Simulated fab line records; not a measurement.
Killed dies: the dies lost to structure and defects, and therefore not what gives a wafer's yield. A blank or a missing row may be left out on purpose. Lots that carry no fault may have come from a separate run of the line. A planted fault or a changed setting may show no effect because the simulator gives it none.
fab line records	flow n5-finfet
record lots=5	wafers=14	last-day=17
route steps=1938 shown BEOL_M4@1050
lots that met no fault: taken from a fault-free run of the same line
start-h: start of the lot's first displayed wafer, in hours after the record's first day	wait-h: hours from the lot's prior step to this one	" repeats the value in the row above	L1.1+2: a single row standing in for several wafers	- either no value or no given start	* or withheld: withheld	< > ~ a bound
route shown NAME@n: NAME is a module with steps in the file, n the number in the route of the first one	usual: mean and standard deviation over wafers with no fault	same: alike in all rows	chamber/n: place in a boat	sites: each site's reading	_std_site: standard deviation of those values	_edge_site: the outer-site mean with the inner-site mean subtracted	radius-mm: for every site, how far away it sits from the centre of the wafer	mask NAME#n: copy n	behind: the last tool/chamber to shape the wafer	hold: the reason the lot was held/the length of the hold in hours/how it ended	device: names the non-switching transistor (n, p or np)	end of line: the same wafers' tests at the end of the route	a step with no rows: only its recipe	killed: count of dies lost to structure and defects at first sort (not the wafer's yield)	map: per-die view of a wafer (x killed, . not killed, _ where there is no die)
set.NAME: the run value of the setting; set.NAME@STEP: its run value at that earlier step	model.NAME: the simulator's own value behind a step, which no gauge read
lots seen at some steps along the route; tables by step, rows by wafer
services: a tool's chamber out of use, with start hour (start-h, from the record's first day; less than 0 if before it), hours out, and reason
## steps
# step N5_BEOL_M4_COAT_22
# recipe resist=CAR-EUV	spin-rpm=1500	resist-thk-nm=30
# step N5_BEOL_M4_EBR_24
# recipe solvent=PGMEA	ebr-width-mm=1.5
# step N5_BEOL_M4_SOFTBAKE_23
# recipe temp-c=110	time-s=60	resist=CAR-EUV
# step N5_BEOL_M4_EXPOSE_25
# recipe mask-id=V3	na=0.33	source-shape=quasar	sigma-inner=0.2	sigma-outer=0.8	polarization=unpolarized	defocus-nm=5	dose-mj=63
# step N5_BEOL_M4_PEB_26
# recipe peb-temp-c=100	peb-time-s=60	resist=CAR-EUV
# step N5_BEOL_M4_DEVELOP_27
# recipe develop-time-s=30	developer=TMAH	resist=CAR-EUV	rinse-liquid=surfactant-rinse	dry=air-spin	dev-temp-c=23
# step N5_BEOL_M4_CD_MEAS_28
# recipe target-cd-nm=26.2	landing-energy-ev=500	detector=se-inlens	target-cd-y-nm=24.1	polarity=opening
# usual cd-nm=26.21/0.27
lot.wafer	tool	chamber	start-h	wait-h	cd-nm
L163.1	cd-sem-03	0	160.38	-	25.99
L163.3	"	0	"	"	26.65
L163.5	"	0	"	"	26.30
L166.1	cd-sem-02	0	184.05	-	26.36
L166.3	"	0	"	"	26.43
L166.5	"	0	"	"	26.15
L175.2	cd-sem-03	0	234.81	-	26.47
L175.4	"	0	"	"	26.23
L181.2	cd-sem-01	0	267.93	-	26.19
L181.5	"	0	"	"	26.07
L181.6	"	0	"	"	26.18
L184.2	cd-sem-02	0	292.29	-	26.60
L184.3	"	0	"	"	26.37
L184.6	"	0	"	"	26.66
# step N5_BEOL_M4_OVL_MEAS_29
# recipe points-per-wafer=522
# usual V3_OVL=0.0/0.65
# same points-per-wafer=522
lot.wafer	tool	chamber	start-h	wait-h	V3_OVL[nm]
L163.1	overlay-02	0	160.41	0.0	0.6
L163.3	"	0	"	"	0.5
L163.5	"	0	"	"	0.2
L166.1	overlay-02	0	184.08	0.0	0.3
L166.3	"	0	"	"	-0.5
L166.5	"	0	"	"	-0.2
L175.2	overlay-02	0	234.85	0.0	1.1
L175.4	"	0	"	"	0.0
L181.2	overlay-02	0	267.97	0.0	0.0
L181.5	"	0	"	"	-0.2
L181.6	"	0	"	"	0.5
L184.2	overlay-02	0	292.33	0.0	0.5
L184.3	"	0	"	"	-0.3
L184.6	"	0	"	"	0.7
# step N5_BEOL_M4_INSPECT_30
# recipe mode=adi	inspect-instrument=brightfield
# usual raw-defect-count=412/110
lot.wafer	tool	chamber	start-h	wait-h	raw-defect-count
L163.1	defect-inspect-01	-	160.47	0.1	230
L163.3	"	-	"	"	310
L163.5	"	-	"	"	333
L166.1	defect-inspect-01	-	184.14	0.1	433
L166.3	"	-	"	"	470
L166.5	"	-	"	"	481
L175.2	defect-inspect-02	-	234.90	0.0	416
L175.4	"	-	"	"	342
L181.2	defect-inspect-01	-	268.02	0.0	313
L181.5	"	-	"	"	312
L181.6	"	-	"	"	347
L184.2	defect-inspect-02	-	292.38	0.0	323
L184.3	"	-	"	"	438
L184.6	"	-	"	"	331
# step N5_BEOL_M4_DESCUM_33
# recipe chemistry=O2	time-s=7	source-power-w=50	bias-power-w=20	pressure-mtorr=20	rf-frequency-hz=2.712e+07	temp-c=40	resist=CAR-EUV	o2-flow-sccm=225
# usual drypump-motor-current-A=5.6/0.45	oes-product-au=0.81/0.081	rf-vpp-V=243.1/1.4	showerhead-plenum-p-Torr=2.09/0.08	throttle-valve-pct=20.41/0.24
lot.wafer	tool	chamber	start-h	wait-h	drypump-motor-current-A	oes-product-au	rf-hours-counter-h	rf-vpp-V	showerhead-plenum-p-Torr	throttle-valve-pct
L163.1	rie-diel-06	0	160.50	0.0	4.8	0.85	55	245.0	2.22	20.58
L163.3	"	3	"	"	5.7	0.69	230	244.1	2.16	20.88
L163.5	"	2	"	"	5.8	0.71	-	244.1	2.08	20.65
L166.1	rie-diel-01	0	184.28	0.1	6.2	0.69	227	243.6	2.07	20.82
L166.3	"	1	"	"	5.6	0.70	226	242.0	2.07	20.56
L166.5	"	3	"	"	5.3	0.80	-	242.6	2.03	20.06
L175.2	rie-diel-06	0	234.95	0.0	4.8	0.82	81	245.6	2.21	20.60
L175.4	"	1	"	"	6.2	0.84	-	246.4	2.22	20.56
L181.2	rie-diel-01	0	268.05	0.0	6.2	0.99	1	241.0	2.06	20.47
L181.5	"	2	"	"	5.3	0.75	-	241.8	2.01	20.35
L181.6	"	0	"	"	6.2	0.99	-	242.3	2.06	20.47
L184.2	rie-diel-05	0	292.42	0.0	5.5	0.81	76	242.2	2.02	20.21
L184.3	"	2	"	"	5.6	0.81	109	242.3	2.01	20.62
L184.6	"	3	"	"	5.0	0.83	-	245.8	2.21	20.29
# step N5_BEOL_M4_ETCH_77
# recipe chemistry=N2/H2	target=underlayer	target-depth-a=65	mask-material=CAR-EUV	time-s=5.2	ion-energy-ev=200	pressure-mtorr=30	source-w=840	bias-w=150	n2-flow-sccm=200	h2-flow-sccm=200	ends=cleared
# usual drypump-motor-current-A=5.6/0.45	etch-rf-on-time-s=5.17/0.082	h2-flow-sccm=199.9/0.6	oes-product-au=0.69/0.068	rf-vpp-V=524/3.1	showerhead-plenum-p-Torr=2.54/0.095	throttle-valve-pct=17.83/0.23
lot.wafer	tool	chamber	start-h	wait-h	drypump-motor-current-A	etch-rf-on-time-s	h2-flow-sccm	oes-product-au	rf-hours-counter-h	rf-vpp-V	showerhead-plenum-p-Torr	throttle-valve-pct
L163.1	rie-diel-06	0	160.54	0.0	4.8	5.17	199.6	0.74	55	526	2.68	17.86
L163.3	"	3	"	"	5.7	5.25	200.1	0.58	230	525	2.61	18.23
L163.5	"	2	"	"	5.8	5.22	199.7	0.60	-	522	2.52	18.02
L166.1	rie-diel-01	0	184.31	0.0	6.2	5.25	198.9	0.59	227	524	2.52	18.30
L166.3	"	1	"	"	5.7	5.26	201.2	0.59	226	522	2.50	18.01
L166.5	"	3	"	"	5.3	5.24	200.3	0.69	-	522	2.46	17.55
L175.2	rie-diel-06	0	234.98	0.0	4.8	5.17	199.5	0.71	81	527	2.67	17.91
L175.4	"	1	"	"	6.2	5.18	200.3	0.71	-	529	2.69	18.00
L181.2	rie-diel-01	0	268.09	0.0	6.2	5.03	199.8	0.84	1	522	2.51	17.90
L181.5	"	2	"	"	5.3	5.14	200.2	0.64	-	519	2.44	17.84
L181.6	"	0	"	"	6.2	5.02	199.8	0.84	-	523	2.51	17.93
L184.2	rie-diel-05	0	292.45	0.0	5.5	5.24	200.4	0.70	76	520	2.46	17.65
L184.3	"	2	"	"	5.6	5.04	199.8	0.71	109	522	2.45	18.08
L184.6	"	3	"	"	5.0	5.15	201.5	0.72	-	527	2.68	17.62
# step N5_BEOL_M4_ETCH_69
# recipe chemistry=CF4	target=SiARC	target-depth-a=156	mask-material=CAR-EUV	time-s=26	ion-energy-ev=80	pressure-mtorr=40	source-w=545	bias-w=36	Ar_flow_sccm=100	cf4-flow-sccm=100	ends=cleared
# usual drypump-motor-current-A=5.6/0.45	etch-rf-on-time-s=25.8/0.35	oes-product-au=0.69/0.069	rf-vpp-V=184.0/1.2	showerhead-plenum-p-Torr=2.14/0.075	throttle-valve-pct=15.59/0.25
lot.wafer	tool	chamber	start-h	wait-h	drypump-motor-current-A	etch-rf-on-time-s	oes-product-au	rf-hours-counter-h	rf-vpp-V	showerhead-plenum-p-Torr	throttle-valve-pct
L163.1	rie-diel-06	0	160.55	0.0	4.8	25.7	0.73	55	186.1	2.26	15.69
L163.3	"	3	"	"	5.7	26.2	0.59	230	183.7	2.21	16.07
L163.5	"	2	"	"	5.8	26.4	0.61	-	183.3	2.13	15.87
L166.1	rie-diel-01	0	184.33	0.0	6.2	26.2	0.60	227	184.1	2.12	16.04
L166.3	"	1	"	"	5.6	26.1	0.59	226	183.2	2.12	15.81
L166.5	"	3	"	"	5.3	26.1	0.69	-	183.1	2.07	15.22
L175.2	rie-diel-06	0	235.00	0.0	4.8	25.7	0.71	81	186.1	2.25	15.74
L175.4	"	1	"	"	6.2	25.8	0.72	-	185.1	2.26	15.66
L181.2	rie-diel-01	0	268.11	0.0	6.2	25.1	0.84	1	183.6	2.11	15.60
L181.5	"	2	"	"	5.3	25.6	0.65	-	182.2	2.06	15.49
L181.6	"	0	"	"	6.2	25.0	0.84	-	185.4	2.11	15.59
L184.2	rie-diel-05	0	292.47	0.0	5.5	26.4	0.69	76	184.7	2.09	15.42
L184.3	"	2	"	"	5.6	25.3	0.70	109	182.2	2.07	15.86
L184.6	"	3	"	"	5.0	26.1	0.71	-	184.4	2.25	15.52
# step N5_BEOL_M4_ALD_98
# recipe material=SiO2	target-thk-a=25	temp-c=100	ald-precursor-family=BDEAS	ald-co-reactant=O2-plasma	pulse-time-s=1	co-reactant-pulse-time-s=1	purge-time-s=2	co-reactant-purge-time-s=2	ald-cycles=17	pressure-torr=2
# usual ald-cycles=17/0	heater-power-w=79/6.4	precursor-pulse-height-rel=0.999/0.02
lot.wafer	tool	chamber	start-h	wait-h	ald-cycles	heater-power-w	precursor-pulse-height-rel	model.SiO2_of_BEOL_M4_ALD_98.thk-nm
L163.1	ald-sin-02	0	160.64	0.1	17	69	1.013	2.4
L163.3	"	3	"	"	17	76	1.010	2.6
L163.5	"	2	"	"	17	71	0.970	2.6
L166.1	ald-sin-02	1	184.41	0.1	17	81	0.990	2.6
L166.3	"	3	"	"	17	77	1.050	2.4
L166.5	"	2	"	"	17	70	0.982	2.4
L175.2	ald-sin-02	0	235.73	0.7	5	70	1.027	0.8
L175.4	"	3	"	"	5	77	0.990	0.8
L181.2	ald-sin-04	0	268.19	0.1	17	83	0.990	2.6
L181.5	"	0	"	"	17	85	0.954	2.6
L181.6	"	1	"	"	17	77	1.014	2.6
L184.2	ald-sin-04	1	292.55	0.1	17	75	0.989	2.4
L184.3	"	0	"	"	17	85	1.006	2.4
L184.6	"	3	"	"	17	88	0.992	2.4
# step N5_BEOL_M4_ETCHBACK_99
# recipe chemistry=CHF3	target=SiO2	target-depth-a=50	time-s=10.4	source-w=215	bias-w=47	Ar_flow_sccm=200	CHF3_flow_sccm=12	ion-energy-ev=100	pressure-mtorr=30
# usual drypump-motor-current-A=5.6/0.43	oes_f_703_au=0.80/0.075	oes-product-au=0.79/0.075	rf-vpp-V=239.8/1.9	showerhead-plenum-p-Torr=2.15/0.076	throttle-valve-pct=17.07/0.27
lot.wafer	tool	chamber	start-h	wait-h	drypump-motor-current-A	oes_f_703_au	oes-product-au	rf-hours-counter-h	rf-vpp-V	showerhead-plenum-p-Torr	throttle-valve-pct
L163.1	rie-diel-06	0	160.76	0.1	4.8	0.87	0.86	55	240.8	2.27	17.17
L163.3	"	2	"	"	5.8	0.72	0.72	207	237.5	2.13	17.29
L163.5	"	3	"	"	5.7	0.70	0.69	-	241.9	2.22	17.52
L166.1	rie-diel-01	2	184.53	0.1	5.3	0.79	0.78	118	238.8	2.07	16.80
L166.3	"	1	"	"	5.6	0.69	0.69	226	238.9	2.13	17.25
L166.5	"	0	"	"	6.2	0.71	0.69	-	238.5	2.13	17.52
L175.2	rie-diel-06	0	236.12	0.3	4.8	0.84	0.83	81	241.4	2.26	17.23
L175.4	"	2	"	"	5.8	0.71	0.69	-	238.1	2.12	17.32
L181.2	rie-diel-01	0	270.88	2.6	6.2	0.98	0.98	3	238.4	2.13	17.14
L181.5	"	3	"	"	5.4	0.77	0.78	-	242.3	2.07	16.77
L181.6	"	0	"	"	6.2	0.97	0.98	-	238.3	2.13	17.11
L184.2	rie-diel-05	0	302.74	10.1	5.6	0.81	0.81	80	239.9	2.09	16.87
L184.3	"	2	"	"	5.6	0.83	0.81	112	238.8	2.07	17.32
L184.6	"	1	"	"	6.1	0.86	0.84	-	239.7	2.17	16.76
# step N5_BEOL_M4_RC_MEAS_101
# usual DIBL_N=35.7/1.3	DIBL_P=35.4/1.8	IOFF_N=0.152/0.027	IOFF_P=0.20/0.034	ION_N=672/9.8	ION_P=461/7.5	SS_N=71.4/0.55	SS_P=73.1/0.61	VT_N=251/3.3	VT_P=-251/3.6
lot.wafer	tool	chamber	start-h	wait-h	DIBL_N[mV/V]	DIBL_P[mV/V]	IOFF_N[nA/um]	IOFF_P[nA/um]	ION_N[uA/um]	ION_P[uA/um]	SS_N[mV/dec]	SS_P[mV/dec]	VT_N[mV]	VT_P[mV]
L163.1	prober-01	0	167.82	0.0	36.3	36.0	0.147	0.20	667	467	71.1	74.3	252	-249
L163.3	"	0	"	"	36.4	34.7	0.148	0.19	672	462	71.3	73.3	250	-249
L163.5	"	0	"	"	35.3	34.6	0.136	0.18	673	462	71.4	73.1	253	-251
L166.1	prober-01	0	191.09	0.0	36.1	37.9	0.183	0.20	686	468	71.6	73.1	250	-254
L166.3	"	0	"	"	35.8	36.7	0.166	0.18	681	458	71.2	72.8	251	-255
L166.5	"	0	"	"	36.6	37.1	0.186	0.19	682	456	71.3	73.1	248	-254
L175.2	prober-02	0	241.49	0.4	35.9	35.9	0.141	0.19	665	454	71.2	73.2	253	-252
L175.4	"	0	"	"	37.2	36.9	0.161	0.21	675	454	72.1	73.0	250	-253
L181.2	prober-01	0	275.59	0.2	36.0	35.4	0.157	0.20	685	462	71.1	72.8	249	-251
L181.5	"	0	"	"	35.7	35.3	0.148	0.20	678	469	71.1	72.9	250	-249
L181.6	"	0	"	"	36.7	36.2	0.167	0.21	680	463	72.1	73.5	251	-251
L184.2	prober-01	0	308.32	0.2	36.9	37.5	0.164	0.22	682	465	71.1	73.7	249	-254
L184.3	"	0	"	"	35.3	35.2	0.132	0.17	670	456	70.9	73.0	252	-253
L184.6	"	0	"	"	36.3	36.8	0.148	0.20	674	459	71.1	73.7	252	-251
## services
tool	chamber	start-h	hours	kind
rie-diel-06	0	149.96	9.6	repair
ald-sin-04	-	176.82	14.0	pm
rie-diel-06	-	186.01	2.8	pm
rie-diel-06	2	193.07	5.0	repair
rie-diel-06	3	217.63	-	clean
rie-diel-06	3	217.63	-	consumable-replace:focus-ring
rie-diel-06	3	217.63	24.0	scheduled-down
rie-diel-06	3	217.63	24.0	vent-cycle
rie-diel-01	0	246.77	-	clean
rie-diel-01	0	246.77	-	consumable-replace:focus-ring
rie-diel-01	0	246.77	17.1	scheduled-down
rie-diel-01	0	246.77	17.1	vent-cycle
rie-diel-06	0	248.46	12.2	repair
rie-diel-06	2	253.30	11.7	repair
ald-sin-04	2	253.48	2.3	repair
rie-diel-01	1	263.83	-	clean
rie-diel-01	1	263.83	-	consumable-replace:focus-ring
rie-diel-01	1	263.83	23.1	scheduled-down
rie-diel-01	1	263.83	23.1	vent-cycle
ald-sin-04	2	269.04	14.6	repair
ald-sin-02	-	269.45	14.0	pm
rie-diel-06	2	297.24	-	clean
rie-diel-06	2	297.24	-	consumable-replace:focus-ring
rie-diel-06	2	297.24	22.7	scheduled-down
## key
first-sign step=N5_BEOL_M4_ALD_98	reading=ald-cycles	direction=down	sigmas=99+	usual=*	struck=*
effect none on later readings
model-effect step=N5_BEOL_M4_ALD_98	value=SiO2_of_BEOL_M4_ALD_98.thk-nm	without=2.4	struck=0.8
met-at N5_BEOL_M4_ALD_98
struck-wafers L175.2,L175.4
onset-between 184.41 235.73
fault kind=process-parameter-drift	tool=ald-sin-02	chamber=-	onset-h=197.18	steps=N5_BEOL_M4_ALD_98	channel=ald-cycles	offset=*	shape=step	end-h=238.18	scope=struck-wafers-only	acts-in=*	stated=*
